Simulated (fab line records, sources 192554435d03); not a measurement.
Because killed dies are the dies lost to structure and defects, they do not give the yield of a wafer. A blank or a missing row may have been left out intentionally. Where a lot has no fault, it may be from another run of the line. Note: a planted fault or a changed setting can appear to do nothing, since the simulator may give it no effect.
What tool caused it? + flow n5-finfet + Sampling: 24 lots, 72 wafers, 6 of 1938 route steps

== WHAT THE GAUGES READ, wafer by wafer ==
N5_MOL_CONTACT_COAG_INSPECT_42: inspects for defects (brightfield). Usual: raw-defect-count 175, standard deviation 44.
| lot  | measured     | on                | raw-defect-count | flag |
|------|--------------|-------------------|------------------|------|
| L074 | day 5 13:27  | defect-inspect-02 | 198 192 199      |      |
| L075 | day 5 15:54  | defect-inspect-01 | 187 378 158      |      |
| L076 | day 5 21:04  | defect-inspect-02 | 196 150 223      |      |
| L077 | day 5 21:37  | defect-inspect-02 | 177 151 163      |      |
| L078 | day 6 04:06  | defect-inspect-02 | 186 118 107      |      |
| L079 | day 6 11:35  | defect-inspect-02 | 198 282 189      |      |
| L080 | day 6 16:37  | defect-inspect-01 | 139 156 192      |      |
| L081 | day 6 21:33  | defect-inspect-02 | 184 225 227      |      |
| L082 | day 7 02:16  | defect-inspect-01 | 185 153 131      |      |
| L083 | day 7 12:00  | defect-inspect-02 | 179 158 171      |      |
| L084 | day 7 16:38  | defect-inspect-02 | 128 231 202      |      |
| L085 | day 8 00:37  | defect-inspect-02 | 226 233 178      |      |
| L086 | day 8 03:34  | defect-inspect-02 | 193 193 156      |      |
| L087 | day 8 09:12  | defect-inspect-02 | 122 133 116      |      |
| L088 | day 8 17:10  | defect-inspect-02 | 212 200 135      |      |
| L089 | day 9 03:35  | defect-inspect-01 | 137 160 133      |      |
| L090 | day 9 03:31  | defect-inspect-02 | 265 211 202      |      |
| L091 | day 9 10:05  | defect-inspect-02 | 287 124 129      |      |
| L092 | day 9 17:29  | defect-inspect-02 | 252 213 143      |      |
| L093 | day 9 21:23  | defect-inspect-02 | 183 112 139      |      |
| L094 | day 10 04:28 | defect-inspect-01 | 115 198 271      |      |
| L095 | day 10 08:30 | defect-inspect-02 | 206 118 152      |      |
| L096 | day 10 14:43 | defect-inspect-02 | 133 158 146      |      |
| L097 | day 10 20:51 | defect-inspect-01 | 136 183 156      |      |

N5_MOL_CONTACT_COAG_THK_MEAS_53. Usual: VIA_MOL_THK typically reads 43.7 nm, with standard deviation 0.74.
| lot  | measured     | on            | VIA_MOL_THK (nm) | flag |
|------|--------------|---------------|------------------|------|
| L074 | day 5 15:14  | film-metro-01 | 43.8 43.7 44.0   |      |
| L075 | day 5 17:32  | film-metro-01 | 44.3 44.2 44.1   |      |
| L076 | day 5 22:49  | film-metro-01 | 42.6 42.7 43.9   |      |
| L077 | day 5 23:13  | film-metro-01 | 43.3 41.9 42.5   |      |
| L078 | day 6 05:49  | film-metro-01 | 42.7 44.5 44.2   |      |
| L079 | day 6 13:36  | film-metro-01 | 43.0 43.2 43.3   |      |
| L080 | day 6 18:42  | film-metro-02 | 42.6 45.5 43.3   |      |
| L081 | day 7 00:16  | film-metro-01 | 42.3 42.9 44.0   |      |
| L082 | day 7 03:54  | film-metro-02 | 43.3 44.0 44.5   |      |
| L083 | day 7 13:36  | film-metro-01 | 42.4 42.9 43.0   |      |
| L084 | day 7 18:38  | film-metro-01 | 43.9 43.1 44.6   |      |
| L085 | day 8 02:25  | film-metro-02 | 42.5 44.0 43.7   |      |
| L086 | day 8 05:17  | film-metro-02 | 43.6 43.4 44.3   |      |
| L087 | day 8 10:49  | film-metro-01 | 43.6 43.7 44.6   |      |
| L088 | day 8 19:30  | film-metro-02 | 43.2 44.7 45.3   |      |
| L089 | day 9 05:23  | film-metro-02 | 44.0 44.9 44.1   |      |
| L090 | day 9 05:12  | film-metro-01 | 43.9 43.4 43.9   |      |
| L091 | day 9 11:41  | film-metro-02 | 42.7 43.5 44.8   |      |
| L092 | day 9 19:06  | film-metro-01 | 42.7 42.9 43.3   |      |
| L093 | day 9 23:01  | film-metro-02 | 42.3 44.3 43.6   |      |
| L094 | day 10 06:44 | film-metro-01 | 44.2 44.4 44.8   |      |
| L095 | day 10 10:29 | film-metro-02 | 44.4 44.0 45.2   |      |
| L096 | day 10 16:50 | film-metro-02 | 43.6 44.8 43.5   |      |
| L097 | day 10 22:27 | film-metro-02 | 43.4 43.5 44.9   |      |

N5_BEOL_M0_SAQP_THK_MEAS_05. Usual: thk-nm 59.7 nm, standard deviation 0.76.
| lot  | measured     | on            | thk-nm (nm)    | flag |
|------|--------------|---------------|----------------|------|
| L074 | day 5 19:34  | film-metro-02 | 59.9 60.4 60.6 |      |
| L075 | day 5 23:19  | film-metro-01 | 60.7 60.5 59.5 |      |
| L076 | day 6 03:10  | film-metro-02 | 58.8 59.0 60.5 |      |
| L077 | day 6 06:49  | film-metro-02 | 59.7 58.9 60.6 |      |
| L078 | day 6 10:49  | film-metro-01 | 58.3 60.6 60.1 |      |
| L079 | day 6 18:11  | film-metro-01 | 58.4 58.6 59.4 |      |
| L080 | day 6 22:49  | film-metro-01 | 58.9 60.8 60.2 |      |
| L081 | day 7 07:25  | film-metro-01 | 59.3 59.3 60.2 |      |
| L082 | day 7 07:43  | film-metro-02 | 58.0 60.1 59.5 |      |
| L083 | day 7 17:54  | film-metro-01 | 60.6 61.2 61.2 |      |
| L084 | day 7 22:29  | film-metro-02 | 59.2 58.7 59.9 |      |
| L085 | day 8 07:19  | film-metro-01 | 58.5 59.3 60.9 |      |
| L086 | day 8 10:19  | film-metro-01 | 59.2 59.6 60.7 |      |
| L087 | day 8 15:29  | film-metro-02 | 59.4 60.2 59.4 |      |
| L088 | day 9 00:50  | film-metro-02 | 58.7 59.5 60.2 |      |
| L089 | day 9 12:31  | film-metro-02 | 59.3 60.3 60.4 |      |
| L090 | day 9 09:41  | film-metro-02 | 60.1 59.6 60.2 |      |
| L091 | day 9 16:10  | film-metro-01 | 59.4 59.9 61.2 |      |
| L092 | day 9 23:28  | film-metro-02 | 58.8 59.7 59.5 |      |
| L093 | day 10 03:26 | film-metro-02 | 60.6 60.2 60.6 |      |
| L094 | day 10 12:02 | film-metro-01 | 59.8 59.7 61.0 |      |
| L095 | day 10 15:46 | film-metro-02 | 59.0 59.1 59.8 |      |
| L096 | day 10 22:15 | film-metro-02 | 58.1 60.3 58.2 |      |
| L097 | day 11 02:31 | film-metro-02 | 58.3 59.2 60.6 |      |

== EACH LOT AND THE TOOL THAT RAN IT (in order: tool; ch and the chambers of the sampled wafers; start) ==
| lot  | N5_GATE_CUT_CMP_61            | N5_MOL_CONTACT_COAG_ETCHBACK_132   | N5_BEOL_M0_SAQP_PECVD_97        |
|------|-------------------------------|------------------------------------|---------------------------------|
| L074 | cmp-03 ch 0,1,2, day 4 22:17  | rie-diel-06 ch 0,3, day 5 12:26    | pecvd-01 ch 0,1,2, day 5 19:26  |
| L075 | cmp-01 ch 0,2,3, day 5 04:11  | rie-diel-02 ch 0,1,3, day 5 14:52  | pecvd-01 ch 0,1,2, day 5 23:11  |
| L076 | cmp-03 ch 1,2,3, day 5 08:17  | rie-diel-06 ch 0,1,3, day 5 20:01  | pecvd-04 ch 0,1,2, day 6 03:01  |
| L077 | cmp-04 ch 0,1,2, day 5 09:46  | rie-diel-02 ch 1,2,3, day 5 20:36  | pecvd-04 ch 0,1, day 6 06:40    |
| L078 | cmp-03 ch 1,2,3, day 5 16:36  | rie-diel-05 ch 1,2, day 6 03:05    | pecvd-04 ch 0,2, day 6 10:41    |
| L079 | cmp-03 ch 0,1,2, day 5 23:30  | rie-diel-02 ch 1,3, day 6 10:41    | pecvd-03 ch 0,1,2, day 6 18:02  |
| L080 | cmp-01 ch 0,1, day 6 04:27    | rie-diel-06 ch 1,3, day 6 15:35    | pecvd-03 ch 1,2, day 6 22:41    |
| L081 | cmp-03 ch 0,1,2, day 6 09:57  | rie-diel-02 ch 1,2,3, day 6 20:31  | pecvd-03 ch 0,2, day 7 07:17    |
| L082 | cmp-01 ch 0,3, day 6 15:23    | rie-diel-05 ch 1,2, day 7 01:22    | pecvd-03 ch 1,2, day 7 07:35    |
| L083 | cmp-01 ch 0,1, day 6 19:34    | rie-diel-02 ch 0,3, day 7 11:06    | pecvd-01 ch 0,1, day 7 17:46    |
| L084 | cmp-03 ch 0,2, day 7 01:45    | rie-diel-06 ch 0,3, day 7 15:44    | pecvd-03 ch 0,1,2, day 7 22:21  |
| L085 | cmp-01 ch 2,3, day 7 11:16    | rie-diel-06 ch 0,2, day 7 23:36    | pecvd-04 ch 0,1, day 8 07:08    |
| L086 | cmp-01 ch 1,2, day 7 16:08    | rie-diel-06 ch 2,3, day 8 02:41    | pecvd-01 ch 0,1,2, day 8 10:11  |
| L087 | cmp-04 ch 1,2, day 7 21:26    | rie-diel-06 ch 0,3, day 8 08:16    | pecvd-01 ch 1,2, day 8 15:21    |
| L088 | cmp-03 ch 1,2,3, day 8 04:26  | rie-diel-06 ch 1,2,3, day 8 16:09  | pecvd-03 ch 1,2, day 9 00:42    |
| L089 | cmp-03 ch 0,2,3, day 8 12:14  | rie-diel-02 ch 0,3, day 9 02:37    | pecvd-01 ch 0,1, day 9 12:23    |
| L090 | cmp-03 ch 0,2,3, day 8 14:38  | rie-diel-05 ch 2,3, day 9 02:30    | pecvd-03 ch 0,1, day 9 09:33    |
| L091 | cmp-04 ch 0,2,3, day 8 22:32  | rie-diel-06 ch 0,1, day 9 09:11    | pecvd-04 ch 0,2, day 9 16:01    |
| L092 | cmp-04 ch 0,1,2, day 9 05:05  | rie-diel-05 ch 0,2,3, day 9 16:14  | pecvd-01 ch 0,1,2, day 9 23:20  |
| L093 | cmp-04 ch 0,1, day 9 10:44    | rie-diel-02 ch 0,1,3, day 9 20:22  | pecvd-03 ch 0,2, day 10 03:17   |
| L094 | cmp-04 ch 0,1, day 9 15:37    | rie-diel-05 ch 0,2,3, day 10 03:27 | pecvd-03 ch 1,2, day 10 11:51   |
| L095 | cmp-03 ch 0,1,2, day 9 21:02  | rie-diel-05 ch 0,1,3, day 10 07:28 | pecvd-03 ch 0,1,2, day 10 15:38 |
| L096 | cmp-01 ch 0,2,3, day 10 03:59 | rie-diel-06 ch 2,3, day 10 13:39   | pecvd-04 ch 0,1, day 10 22:07   |
| L097 | cmp-03 ch 1,2, day 10 10:52   | rie-diel-02 ch 2,3, day 10 19:57   | pecvd-04 ch 0,1,2, day 11 02:22 |
- N5_GATE_CUT_CMP_61: polishes, stops on SiNx, t overpolish 3 s.
- N5_MOL_CONTACT_COAG_ETCHBACK_132: etches SiO2 in CHF3, target depth 10 nm, time 6.7 s.
- N5_BEOL_M0_SAQP_PECVD_97: deposits SiNx from SiH4/NH3/N2, target thk 23 nm, time 19.9 s.

== WHAT THE TOOLS THEMSELVES READ (means of the sampled wafers that have a number; where no wafer has one, the mark that the record gives instead) ==
N5_GATE_CUT_CMP_61. Usual: motor-current-A 11.9 A, standard deviation 1.2.
| lot  | tool   | motor-current-A (A) | flag |
|------|--------|---------------------|------|
| L074 | cmp-03 | 12.0                |      |
| L075 | cmp-01 | 11.3                |      |
| L076 | cmp-03 | 13.0                |      |
| L077 | cmp-04 | 11.3                |      |
| L078 | cmp-03 | 12.7                |      |
| L079 | cmp-03 | 11.3                |      |
| L080 | cmp-01 | 12.0                |      |
| L081 | cmp-03 | 11.2                |      |
| L082 | cmp-01 | 11.9                |      |
| L083 | cmp-01 | 12.2                |      |
| L084 | cmp-03 | 12.1                |      |
| L085 | cmp-01 | 11.9                |      |
| L086 | cmp-01 | 11.8                |      |
| L087 | cmp-04 | 11.8                |      |
| L088 | cmp-03 | 12.5                |      |
| L089 | cmp-03 | 13.1                |      |
| L090 | cmp-03 | 13.0                |      |
| L091 | cmp-04 | 11.7                |      |
| L092 | cmp-04 | 11.9                |      |
| L093 | cmp-04 | 11.4                |      |
| L094 | cmp-04 | 11.4                |      |
| L095 | cmp-03 | 11.8                |      |
| L096 | cmp-01 | 12.0                |      |
| L097 | cmp-03 | 11.1                |      |

N5_MOL_CONTACT_COAG_ETCHBACK_132. Usual: drypump-motor-current-A 5.8 A, standard deviation 0.6; mfc-ar-sccm 200.1 sccm, standard deviation 0.62; oes-product-au 0.79 a.u., standard deviation 0.089; rf-vpp-V 518 V, standard deviation 8.6; showerhead-plenum-p-Torr 2.34 Torr, standard deviation 0.066; throttle-valve-pct 18.70 %, standard deviation 0.28.
| lot  | tool        | drypump-motor-current-A (A) | mfc-ar-sccm (sccm) | oes-product-au (a.u.) | rf-vpp-V (V) | showerhead-plenum-p-Torr (Torr) | throttle-valve-pct (%) | flag |
|------|-------------|-----------------------------|--------------------|-----------------------|--------------|---------------------------------|------------------------|------|
| L074 | rie-diel-06 | 5.9                         | 200.2              | 0.74                  | 515          | 2.41                            | 18.94                  |      |
| L075 | rie-diel-02 | 5.5                         | 199.7              | 0.86                  | 524          | 2.35                            | 18.53                  |      |
| L076 | rie-diel-06 | 5.7                         | 200.1              | 0.72                  | 515          | 2.34                            | 18.88                  |      |
| L077 | rie-diel-02 | 5.9                         | 199.4              | 0.82                  | 518          | 2.35                            | 18.63                  |      |
| L078 | rie-diel-05 | 6.5                         | 200.7              | 0.80                  | 533          | 2.35                            | 18.69                  |      |
| L079 | rie-diel-02 | 5.8                         | 200.4              | 0.78                  | 525          | 2.36                            | 18.69                  |      |
| L080 | rie-diel-06 | 6.1                         | 199.3              | 0.71                  | 515          | 2.33                            | 18.76                  |      |
| L081 | rie-diel-02 | 5.9                         | 199.9              | 0.81                  | 519          | 2.34                            | 18.63                  |      |
| L082 | rie-diel-05 | 6.5                         | 200.0              | 0.78                  | 532          | 2.35                            | 18.70                  |      |
| L083 | rie-diel-02 | 5.6                         | 199.8              | 0.77                  | 529          | 2.35                            | 18.79                  |      |
| L084 | rie-diel-06 | 5.4                         | 199.8              | 0.72                  | 513          | 2.33                            | 19.05                  |      |
| L085 | rie-diel-06 | 5.3                         | 199.8              | 0.78                  | 511          | 2.28                            | 18.98                  |      |
| L086 | rie-diel-06 | 6.3                         | 200.2              | 0.86                  | 511          | 2.38                            | 18.71                  |      |
| L087 | rie-diel-06 | 6.0                         | 200.1              | 0.72                  | 514          | 2.40                            | 18.98                  |      |
| L088 | rie-diel-06 | 6.2                         | 199.7              | 0.87                  | 515          | 2.45                            | 18.63                  |      |
| L089 | rie-diel-02 | 5.4                         | 199.8              | 0.82                  | 525          | 2.33                            | 18.66                  |      |
| L090 | rie-diel-05 | 5.4                         | 200.4              | 0.78                  | 525          | 2.34                            | 18.43                  |      |
| L091 | rie-diel-06 | 5.2                         | 200.4              | 0.79                  | 515          | 2.35                            | 18.90                  |      |
| L092 | rie-diel-05 | 5.8                         | 200.1              | 0.76                  | 523          | 2.32                            | 18.54                  |      |
| L093 | rie-diel-02 | 5.5                         | 200.3              | 0.80                  | 523          | 2.33                            | 18.58                  |      |
| L094 | rie-diel-05 | 5.8                         | 199.8              | 0.75                  | 523          | 2.32                            | 18.53                  |      |
| L095 | rie-diel-05 | 5.8                         | 200.3              | 0.81                  | 520          | 2.31                            | 18.48                  |      |
| L096 | rie-diel-06 | 6.3                         | 200.1              | 0.82                  | 511          | 2.37                            | 18.75                  |      |
| L097 | rie-diel-02 | 6.0                         | 200.2              | 0.71                  | 522          | 2.34                            | 18.93                  |      |

N5_BEOL_M0_SAQP_PECVD_97. Usual: heater-power-w 575 W, standard deviation 61; showerhead-plenum-p-Torr 5.23 Torr, standard deviation 0.064; throttle-valve-pct 39.6 %, standard deviation 2.4.
| lot  | tool     | heater-power-w (W) | showerhead-plenum-p-Torr (Torr) | throttle-valve-pct (%) | flag |
|------|----------|--------------------|---------------------------------|------------------------|------|
| L074 | pecvd-01 | 548                | 5.23                            | 40.7                   |      |
| L075 | pecvd-01 | 585                | 5.21                            | 40.8                   |      |
| L076 | pecvd-04 | 598                | 5.19                            | 40.4                   |      |
| L077 | pecvd-04 | 560                | 5.20                            | 40.2                   |      |
| L078 | pecvd-04 | 567                | 5.14                            | 39.0                   |      |
| L079 | pecvd-03 | 525                | 5.25                            | 38.1                   |      |
| L080 | pecvd-03 | 500                | 5.23                            | 38.6                   |      |
| L081 | pecvd-03 | 609                | 5.28                            | 38.0                   |      |
| L082 | pecvd-03 | 533                | 5.25                            | 38.0                   |      |
| L083 | pecvd-01 | 568                | 5.15                            | 41.7                   |      |
| L084 | pecvd-03 | 568                | 5.25                            | 38.5                   |      |
| L085 | pecvd-04 | 564                | 5.24                            | 41.2                   |      |
| L086 | pecvd-01 | 572                | 5.23                            | 40.7                   |      |
| L087 | pecvd-01 | 597                | 5.26                            | 42.9                   |      |
| L088 | pecvd-03 | 559                | 5.23                            | 38.5                   |      |
| L089 | pecvd-01 | 572                | 5.20                            | 43.8                   |      |
| L090 | pecvd-03 | 569                | 5.22                            | 38.5                   |      |
| L091 | pecvd-04 | 527                | 5.15                            | 39.1                   |      |
| L092 | pecvd-01 | 593                | 5.22                            | 40.9                   |      |
| L093 | pecvd-03 | 628                | 5.27                            | 38.4                   |      |
| L094 | pecvd-03 | 510                | 5.22                            | 38.6                   |      |
| L095 | pecvd-03 | 577                | 5.25                            | 38.5                   |      |
| L096 | pecvd-04 | 551                | 5.24                            | 41.2                   |      |
| L097 | pecvd-04 | 592                | 5.19                            | 40.2                   |      |

== THE ANSWER, worked out from the rows above alone ==
Rule: a lot is off if the mean of its wafers that have a number lies more than 3 standard deviations from the usual mean. Also off: a lot with no number at a reading for which 4 or more lots have one. Any other lot the step has rows for is counted as sound. Order of review: gauges by route order, followed by the tools' own readings, for which a lot's mean as printed above is used. The first step at which some lot is off is used, and at that step the reading that is off furthest; a lot without a number counts as furthest.
No lot is off on any of the readings shown, so nothing can be concluded from this.

== WHAT THE SIMULATOR PUT IN ==
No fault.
